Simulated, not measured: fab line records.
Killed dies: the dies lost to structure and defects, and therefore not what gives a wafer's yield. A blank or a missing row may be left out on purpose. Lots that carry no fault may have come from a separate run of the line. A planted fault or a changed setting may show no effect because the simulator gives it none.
What tool caused it? | flow n5-finfet | 72 wafers from 24 lots sampled at 4 of the route's 1938 steps

WHAT THE GAUGES READ, wafer by wafer
N5_ILD0_THK_MEAS_08. Usual: 138.9 nm for thk-nm, sd 1.
lot  | measured    | on            | thk-nm (nm)       | flag
L074 | day 3 19:21 | film-metro-02 | 140.4 139.0 138.5 |
L075 | day 3 20:43 | film-metro-02 | 140.1 138.8 138.1 |
L076 | day 4 03:15 | film-metro-02 | 139.3 139.4 139.0 |
L077 | day 4 07:40 | film-metro-02 | 137.7 138.7 138.5 |
L078 | day 4 14:37 | film-metro-01 | 138.7 139.4 138.3 |
L079 | day 4 21:38 | film-metro-02 | 138.7 138.5 138.0 |
L080 | day 5 01:56 | film-metro-02 | 140.7 139.5 139.0 |
L081 | day 5 09:05 | film-metro-01 | 140.2 140.5 140.3 |
L082 | day 5 14:03 | film-metro-01 | 137.9 139.2 138.8 |
L083 | day 5 20:25 | film-metro-02 | 138.1 137.9 138.9 |
L084 | day 6 02:35 | film-metro-01 | 138.5 137.8 139.1 |
L085 | day 6 07:46 | film-metro-01 | 140.2 139.4 139.2 |
L086 | day 6 18:30 | film-metro-02 | 140.0 139.2 139.5 |
L087 | day 6 21:00 | film-metro-02 | 137.8 139.0 139.2 |
L088 | day 7 05:57 | film-metro-01 | 139.6 139.2 139.9 |
L089 | day 7 08:00 | film-metro-02 | 139.4 140.0 138.1 |
L090 | day 7 12:56 | film-metro-02 | 139.3 139.1 141.5 |
L091 | day 7 20:23 | film-metro-02 | 137.7 137.4 136.9 |
L092 | day 8 06:15 | film-metro-02 | 138.4 136.7 138.8 |
L093 | day 8 10:42 | film-metro-02 | 138.7 138.8 138.7 |
L094 | day 8 17:10 | film-metro-01 | 138.1 137.9 138.3 |
L095 | day 8 19:43 | film-metro-02 | 141.0 140.4 140.4 |
L096 | day 9 06:55 | film-metro-01 | 137.4 137.8 137.9 |
L097 | day 9 07:34 | film-metro-02 | 137.1 136.6 137.5 |

N5_ILD0_INSPECT_06: inspects for defects (darkfield). Usual: 35 for raw-defect-count, sd 17.
lot  | measured    | on                | raw-defect-count | flag
L074 | day 3 22:35 | defect-inspect-01 | 46 40 37         |
L075 | day 4 00:14 | defect-inspect-02 | 58 26 19         |
L076 | day 4 06:46 | defect-inspect-02 | 35 23 41         |
L077 | day 4 10:54 | defect-inspect-01 | 27 10 29         |
L078 | day 4 17:50 | defect-inspect-02 | 35 36 24         |
L079 | day 5 01:05 | defect-inspect-02 | 16 22 33         |
L080 | day 5 06:11 | defect-inspect-02 | 25 20 33         |
L081 | day 5 12:19 | defect-inspect-02 | 21 33 38         |
L082 | day 5 17:19 | defect-inspect-02 | 34 31 32         |
L083 | day 5 23:42 | defect-inspect-02 | 38 55 27         |
L084 | day 6 05:49 | defect-inspect-01 | 46 41 45         |
L085 | day 6 11:01 | defect-inspect-02 | 44 37 37         |
L086 | day 6 21:44 | defect-inspect-02 | 52 49 67         |
L087 | day 7 00:14 | defect-inspect-01 | 33 26 29         |
L088 | day 7 09:11 | defect-inspect-01 | 21 17 27         |
L089 | day 7 11:14 | defect-inspect-01 | 94 72 47         |
L090 | day 7 16:15 | defect-inspect-01 | 30 31 13         |
L091 | day 7 23:38 | defect-inspect-02 | 19 37 29         |
L092 | day 8 09:29 | defect-inspect-02 | 17 37 15         |
L093 | day 8 14:10 | defect-inspect-01 | 11 15 15         |
L094 | day 8 20:25 | defect-inspect-01 | 14 30 35         |
L095 | day 8 22:57 | defect-inspect-01 | 38 52 45         |
L096 | day 9 10:26 | defect-inspect-02 | 18 85 22         |
L097 | day 9 10:47 | defect-inspect-01 | 47 33 45         |

N5_SDB_CD_MEAS_11: target cd 50 nm. Usual: 49.9 nm for cd-nm, sd 0.91.
lot  | measured    | on        | cd-nm (nm)     | flag
L074 | day 3 23:04 | cd-sem-03 | 49.4 50.6 50.5 |
L075 | day 4 00:44 | cd-sem-01 | 49.7 48.3 48.7 |
L076 | day 4 07:07 | cd-sem-02 | 50.1 50.1 49.5 |
L077 | day 4 11:23 | cd-sem-02 | 50.3 49.9 50.9 |
L078 | day 4 18:20 | cd-sem-01 | 48.5 49.4 49.6 |
L079 | day 5 01:34 | cd-sem-02 | 49.7 48.7 49.6 |
L080 | day 5 06:34 | cd-sem-03 | 49.3 49.3 49.5 |
L081 | day 5 12:49 | cd-sem-03 | 49.6 49.3 50.1 |
L082 | day 5 17:49 | cd-sem-02 | 48.4 49.9 49.4 |
L083 | day 6 00:11 | cd-sem-02 | 50.0 48.6 48.7 |
L084 | day 6 06:19 | cd-sem-01 | 51.3 50.3 51.3 |
L085 | day 6 11:30 | cd-sem-02 | 50.5 51.1 51.3 |
L086 | day 6 22:13 | cd-sem-01 | 49.7 49.7 48.9 |
L087 | day 7 00:44 | cd-sem-03 | 49.0 49.2 49.1 |
L088 | day 7 09:41 | cd-sem-03 | 50.7 51.2 51.6 |
L089 | day 7 11:36 | cd-sem-02 | 50.2 50.5 51.1 |
L090 | day 7 16:37 | cd-sem-03 | 51.5 52.0 50.9 |
L091 | day 8 00:07 | cd-sem-03 | 49.8 49.8 50.8 |
L092 | day 8 09:59 | cd-sem-02 | 51.1 50.8 50.5 |
L093 | day 8 14:31 | cd-sem-01 | 49.9 49.9 49.5 |
L094 | day 8 20:46 | cd-sem-01 | 50.6 49.3 49.7 |
L095 | day 8 23:19 | cd-sem-03 | 49.6 50.2 49.7 |
L096 | day 9 10:55 | cd-sem-01 | 49.9 48.9 48.0 |
L097 | day 9 11:19 | cd-sem-03 | 49.4 50.2 48.9 |

WHICH TOOL RAN EACH LOT (tool, then ch and the chambers of the sampled wafers, then the start)
lot  | N5_ILD0_CMP_12
L074 | cmp-02 ch 0,2,3, day 3 22:16
L075 | cmp-04 ch 0,1,2, day 3 23:38
L076 | cmp-03 ch 0,2,3, day 4 06:33
L077 | cmp-02 ch 0,2,3, day 4 10:35
L078 | cmp-03 ch 1,2,3, day 4 17:36
L079 | cmp-04 ch 0,1,3, day 5 00:50
L080 | cmp-03 ch 1,2,3, day 5 05:52
L081 | cmp-02 ch 1,2,3, day 5 12:05
L082 | cmp-04 ch 0,1,3, day 5 17:01
L083 | cmp-04 ch 0,1,2, day 5 23:28
L084 | cmp-02 ch 1,2, day 6 05:30
L085 | cmp-04 ch 0,3, day 6 10:44
L086 | cmp-04 ch 1,2,3, day 6 21:32
L087 | cmp-03 ch 0,1,3, day 6 23:55
L088 | cmp-02 ch 2,3, day 7 08:54
L089 | cmp-02 ch 0,1,2, day 7 10:55
L090 | cmp-02 ch 0,1,3, day 7 15:56
L091 | cmp-03 ch 0,2,3, day 7 23:18
L092 | cmp-04 ch 1,2,3, day 8 09:14
L093 | cmp-04 ch 1,2,3, day 8 13:55
L094 | cmp-03 ch 0,1,2, day 8 20:05
L095 | cmp-04 ch 0,1,2, day 8 22:40
L096 | cmp-02 ch 2,3, day 9 10:09
L097 | cmp-02 ch 0,1, day 9 10:31
- N5_ILD0_CMP_12: polishes SiNx, stops on poly-Si, t overpolish 6 s, target thk 17.67 nm.

AS READ BY THE TOOLS THEMSELVES (means over the sampled wafers that have a number; for cases with no such wafer, the mark the record gives instead)
N5_ILD0_CMP_12. Usual: motor-current-A 9.4 A, standard deviation 1; overpolish-run-s 6.001 s, standard deviation 0.0087; time-to-endpoint-s 29.0 s, standard deviation 2.3.
lot  | tool   | motor-current-A (A) | overpolish-run-s (s) | time-to-endpoint-s (s) | flag
L074 | cmp-02 | 8.2                 | 6.000                | 26.5                   |
L075 | cmp-04 | 9.4                 | 6.004                | 28.1                   |
L076 | cmp-03 | 9.7                 | 6.007                | 32.2                   |
L077 | cmp-02 | 8.3                 | 6.000                | 31.7                   |
L078 | cmp-03 | 10.2                | 6.000                | 29.9                   |
L079 | cmp-04 | 9.6                 | 5.997                | 29.3                   |
L080 | cmp-03 | 9.6                 | 5.995                | 29.6                   |
L081 | cmp-02 | 9.0                 | 5.998                | 32.2                   |
L082 | cmp-04 | 9.5                 | 5.996                | 25.1                   |
L083 | cmp-04 | 10.0                | 6.007                | 28.9                   |
L084 | cmp-02 | 9.8                 | 6.002                | 29.9                   |
L085 | cmp-04 | 8.6                 | 5.999                | 25.8                   |
L086 | cmp-04 | 10.3                | 5.986                | 28.1                   |
L087 | cmp-03 | 9.4                 | 5.998                | 29.3                   |
L088 | cmp-02 | 8.5                 | 5.999                | 31.2                   |
L089 | cmp-02 | 8.7                 | 6.005                | 31.8                   |
L090 | cmp-02 | 9.0                 | 5.995                | 28.3                   |
L091 | cmp-03 | 9.4                 | 5.992                | 31.0                   |
L092 | cmp-04 | 10.1                | 6.007                | 26.8                   |
L093 | cmp-04 | 10.1                | 6.002                | 28.8                   |
L094 | cmp-03 | 9.9                 | 6.000                | 30.8                   |
L095 | cmp-04 | 9.7                 | 6.011                | 24.8                   |
L096 | cmp-02 | 8.7                 | 6.007                | 28.2                   |
L097 | cmp-02 | 8.6                 | 5.996                | 27.8                   |

THE ANSWER, worked out from the rows above alone
Rule: lot off if the mean of its wafers having a number is beyond 3 standard deviations from the usual mean. Also off: a lot with no number at a reading for which 4 or more lots have one. All remaining lots with rows at the step are treated as sound. Order of review: gauges by route order, followed by the tools' own readings, for which a lot's mean as printed above is used. The first step at which some lot is off is used, and at that step the reading that is off furthest; a lot without a number counts as furthest.
Nothing can be told from this: no lot is off at any reading shown.

WHAT THE SIMULATOR HAD INSERTED
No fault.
